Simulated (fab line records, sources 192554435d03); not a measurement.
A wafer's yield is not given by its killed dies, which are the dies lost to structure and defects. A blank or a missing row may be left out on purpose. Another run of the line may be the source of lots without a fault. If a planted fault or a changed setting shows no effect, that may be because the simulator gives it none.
A struck lot beside a sound one -- flow n5Finfet -- 36 out of 1938 route steps
Sound: these wafers, L611.4, L611.5, L611.6. Struck: wafers L609.1, L609.2, L609.6. The cause is named last.
Each step with rows lists, per side, the tool, then ch with its chambers, then its first start. Under that, the readings that differ: sound wafers -- struck wafers -- difference of the means -- sigmas: that difference in standard deviations of wafers without a fault.
alike: same words and numbers on both sides, and readings whose means sit less than 2 such deviations apart. not compared: any withheld reading, any reading some wafer has no value for, any bound like >300 that may hide the same value, and any number with overlapping values for which the record gives no deviation.
The two part at a step that has a row with sigmas, a row that says differs or no value, or rows on one side only. Non-overlapping numbers with no deviation appear without sigmas and do not part them. A reading missing from all wafers of one side parts the sides only when that side holds two or more wafers.

first, 9 steps without rows for these wafers: N5_WELL_APT_HMDS_18 (time 60 s); N5_WELL_APT_COAT_19 (resist thk 950 nm); N5_WELL_APT_EBR_21; N5_WELL_APT_SOFTBAKE_20 (time 60 s); N5_WELL_APT_EXPOSE_22 (exposes mask PWELL, defocus 0 nm, target cd 200 nm); N5_WELL_APT_PEB_23 (peb time 90 s); N5_WELL_APT_DEVELOP_24 (develop time 45 s); N5_WELL_APT_HARDBAKE_29 (time 120 s); N5_WELL_APT_DESCUM_30 (chemistry O2, time 7.9 s).
N5_WELL_APT_IMPLANT_31:
  sound on implanter-01 ch 0, day 5 15:28; struck on implanter-02 ch 0, day 5 02:55
reading,sound,struck,difference,sigmas
beamEnergyKeV,59.962 59.998 59.994,48.238 48.250 48.226,-11.747,-99 or more
model.implant.rpNm (nm),192.6 192.6 192.6,149.1 149.1 149.1,-43.5,
model.implant.drpNm (nm),64.53 64.53 64.53,57.23 57.23 57.23,-7.30,
  alike: rotationDeg
then, 25 steps without rows for these wafers: N5_WELL_APT_IMPLANT_32; N5_WELL_APT_STRIP_33 (strips in SPM, time 900 s); N5_WELL_APT_RTA_34 (time 10 s); N5_WELL_APT_OXIDE_STRIP_42 (strips SiO2 in dHF, time 45 s, target depth 12 nm); N5_WELL_APT_PRECLEAN_36 (cleans in O3/DIW, time 45 s); N5_WELL_APT_PRECLEAN_39 (cleans in dHF, time 60 s); N5_WELL_APT_SRD_37 (time 30 s); N5_WELL_APT_EPI_41 (deposits Si from SiH4/H2, target thk 50 nm, time 297.7 s); N5_PMOS_HMC_CHANNEL_EPI_HM_DEP_34 (deposits SiO2 from TEOS/O2, target thk 36 nm, time 6.9 s); N5_PMOS_HMC_CHANNEL_EPI_COAT_31 (time 60 s, resist thk 66 nm); N5_PMOS_HMC_CHANNEL_EPI_COAT_03 (resist thk 205 nm); N5_PMOS_HMC_CHANNEL_EPI_EBR_05; N5_PMOS_HMC_CHANNEL_EPI_SOFTBAKE_04 (time 60 s); N5_PMOS_HMC_CHANNEL_EPI_EXPOSE_06 (exposes mask PMOS HMC BLK, target cd 240 nm); N5_PMOS_HMC_CHANNEL_EPI_PEB_07 (peb time 60 s); N5_PMOS_HMC_CHANNEL_EPI_DEVELOP_08 (develop time 30 s); N5_PMOS_HMC_CHANNEL_EPI_DESCUM_14 (chemistry O2, time 7.9 s); N5_PMOS_HMC_CHANNEL_EPI_ETCH_32 (etches BARC in N2/H2, stops on SiO2, target depth 85.8 nm, time 50.3 s); N5_PMOS_HMC_CHANNEL_EPI_HM_OPEN_15 (chemistry CHF3/O2, target SiO2, target depth 40.6 nm, time 20.3 s); N5_PMOS_HMC_CHANNEL_EPI_STRIP_33 (strips in N2/H2); N5_PMOS_HMC_CHANNEL_EPI_STRIP_17 (strips in SPM, time 750 s); N5_PMOS_HMC_CHANNEL_EPI_ETCH_38 (etches SiO2 in CF4, target depth 1.5 nm); N5_PMOS_HMC_CHANNEL_EPI_FIN_RECESS_16 (chemistry HBr/Cl2, target Si, target depth 54 nm, time 18 s); N5_PMOS_HMC_CHANNEL_EPI_PRECLEAN_36 (cleans in O3/DIW, time 45 s); N5_PMOS_HMC_CHANNEL_EPI_PRECLEAN_18 (cleans in DHF, time 30 s).
-- the record jumps here: 6 days lie between the struck wafers' starts before and after (it left off in module PMOS_HMC_CHANNEL_EPI and takes up again in module BEOL_M4, whose first step shown is number 1111 of the route) --
N5_BEOL_M4_RC_MEAS_101:
  sound on prober-02 ch 0, day 12 05:38; struck on prober-01 ch 0, day 11 13:44
reading,sound,struck,difference,sigmas
RS_PWELL (ohm/sq),2971 2983 2987,3332 3297 3292,+327,+14
  alike: DIBL_N, DIBL_P, IOFF_N, IOFF_P, ION_N, ION_P, SS_N, SS_P, VT_N, VT_P

WHERE THEY PART
Earliest at N5_WELL_APT_IMPLANT_31; latest, in this record, at N5_BEOL_M4_RC_MEAS_101.

WHY: what had been put in by the simulator
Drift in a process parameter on implanter-02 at N5_WELL_APT_IMPLANT_31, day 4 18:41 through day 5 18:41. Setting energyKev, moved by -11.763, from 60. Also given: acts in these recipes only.
